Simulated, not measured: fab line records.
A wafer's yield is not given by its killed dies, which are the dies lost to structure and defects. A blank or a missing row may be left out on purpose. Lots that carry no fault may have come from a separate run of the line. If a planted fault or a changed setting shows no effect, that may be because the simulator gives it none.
Split-lot trial    flow n5_finfet    7 lots, 21 wafers read, on a route of 1938 steps

THE SPLIT
At N5_BEOL_M13_SPUTTER_43 (material TaN, target thk 15 nm, time 24.19 s), the setting time_s was moved away from the recipe's 24.19 s on 5 of the 21 wafers read, by -9.2% to +7.7%. All remaining wafers had this setting at the recipe value.

The split's own step is where the reading is taken.

THE READING
TaN_of_BEOL_M13_SPUTTER_43.thk_nm (the simulator's own value, which no gauge read), in nm, at N5_BEOL_M13_SPUTTER_43 (material TaN, target thk 15 nm, time 24.19 s). The file does not state a usual value for it. Here, 16 wafers ran the recipe; their average is 15.0 nm with a standard deviation of 0.19 nm.

wafer   tool, chamber at the split  time_s as run, s  against the recipe  TaN_of_BEOL_M13_SPUTTER_43.thk_nm, nm  against lot-mates on the recipe
L074.2  pvd_sputter-02, -           21.97             -9.2%               13.4                                   -1.6
L074.3  pvd_sputter-02, -           24.19             recipe              15                                     -
L074.6  pvd_sputter-02, -           21.97             -9.2%               13.6                                   -1.4
L076.1  pvd_sputter-01, -           24.19             recipe              15.2                                   -
L076.3  pvd_sputter-01, -           24.19             recipe              15.2                                   -
L076.5  pvd_sputter-01, -           24.19             recipe              15.2                                   -
L077.1  pvd_sputter-03, -           24.19             recipe              15.2                                   -
L077.3  pvd_sputter-03, -           25.87             +6.9%               16.2                                   +1.0
L077.5  pvd_sputter-03, -           25.87             +6.9%               16                                     +0.8
L087.3  pvd_sputter-01, -           24.19             recipe              15.2                                   -
L087.4  pvd_sputter-01, -           24.19             recipe              15.2                                   -
L087.6  pvd_sputter-01, -           24.19             recipe              15.2                                   -
L090.2  pvd_sputter-02, -           24.19             recipe              14.8                                   -
L090.5  pvd_sputter-02, -           24.19             recipe              14.8                                   -
L090.4  pvd_sputter-02, -           24.19             recipe              15.2                                   -
L089.2  pvd_sputter-01, -           24.19             recipe              15.2                                   -
L089.4  pvd_sputter-01, -           24.19             recipe              15                                     -
L089.6  pvd_sputter-01, -           24.19             recipe              15                                     -
L091.1  pvd_sputter-02, -           24.19             recipe              14.8                                   -
L091.2  pvd_sputter-02, -           26.05             +7.7%               16                                     +1.3
L091.3  pvd_sputter-02, -           24.19             recipe              14.6                                   -

THE FIT
A straight line over all 21 wafers: TaN_of_BEOL_M13_SPUTTER_43.thk_nm changes by +0.156 nm for each +1% of time_s; r = +0.96; the points scatter about the line by 0.19 nm.
The same after taking each lot's own level away (the mean of its wafers on the recipe; 21 wafers): +0.155 nm for each +1%; r = +0.98; scatter 0.12 nm.
The reading moves by 1.4 nm for the largest change in time_s, on that fit.
Across the lots, their own levels run from 14.70 to 15.20 nm, a range of 2.6 times the standard deviation given above.
So the lot-to-lot level changes the slope little: the two slopes agree.
Check: -1.36 nm against its lot-mates is what the line predicts for one of the wafers moved furthest among these (-9.2%) when that wafer is left out of the fit. Against them it came out at -1.6 nm.

ADDITIONAL SPLITS CARRIED BY THESE WAFERS
These wafers also went through other splits before the reading. Each is held against what the fit with the lots' levels taken away leaves over:
other split on the same wafers  wafers away from the commonest value  r with TaN_of_BEOL_M13_SPUTTER_43.thk_nm (lot level and that fit taken away)
N5_BEOL_M13_ILD_DEP_00 time_s   5                                     -0.33

FILE'S OWN FIT
TaN_of_BEOL_M13_SPUTTER_43.thk_nm changes by +0.157 nm for each +1% of time_s, r = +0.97.
